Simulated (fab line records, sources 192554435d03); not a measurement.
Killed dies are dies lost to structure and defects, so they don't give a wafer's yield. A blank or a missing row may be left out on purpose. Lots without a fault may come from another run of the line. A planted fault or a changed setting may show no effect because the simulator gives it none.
Chamber matching | flow n5_finfet | N5_FIN_CUT_STRIP_24 on rie_diel-02: 4 sister chambers
The step strips in CF4. 8 wafers are shown with their chamber, then 8 later ones without.

WAFERS WITH THEIR CHAMBER
wafer  | chamber | showerhead_plenum_p_Torr (Torr) | oes_product_au (a.u.)
L074.4 | 3       | 1.85                            | 0.86
L074.6 | 3       | 1.85                            | 0.87
L079.1 | 2       | 1.80                            | 0.77
L079.3 | 1       | 1.72                            | 0.80
L084.1 | 0       | 1.84                            | 0.68
L084.2 | 2       | 1.79                            | 0.76
L084.3 | 1       | 1.71                            | 0.79
L086.1 | 0       | 1.84                            | 0.68

WAFERS WITHOUT THEIR CHAMBER
wafer  | showerhead_plenum_p_Torr (Torr) | oes_product_au (a.u.)
L086.3 | 1.84                            | 0.84
L086.5 | 1.71                            | 0.78
L087.3 | 1.84                            | 0.83
L087.4 | 1.71                            | 0.78
L087.5 | 1.84                            | 0.84
L090.1 | 1.84                            | 0.83
L090.2 | 1.71                            | 0.77
L090.3 | 1.84                            | 0.67

WHICH CHAMBER EACH WENT THROUGH
wafer  | from the rows above | in truth
L086.3 | 3                   | 3
L086.5 | 1                   | 1
L087.3 | 3                   | 3
L087.4 | 1                   | 1
L087.5 | 3                   | 3
L090.1 | 3                   | 3
L090.2 | 1                   | 1
L090.3 | 0                   | 0
Placed correctly: 8 of 8. Can't be placed from these rows: 0. Placed wrongly: 0.
How it was worked out, from the rows above alone: a wafer's distance from a chamber is the root of the sum, over the readings, of the square of ((its reading less the chamber's mean) divided by the reading's scatter). The wafer belongs to the nearest chamber; if the next one is less than 2 further off, it can't be placed. A chamber's mean is the mean of its shown wafers. The scatter: the root of (the sum of the squares of (reading less its chamber's mean) over the shown wafers, divided by (wafers less chambers)).
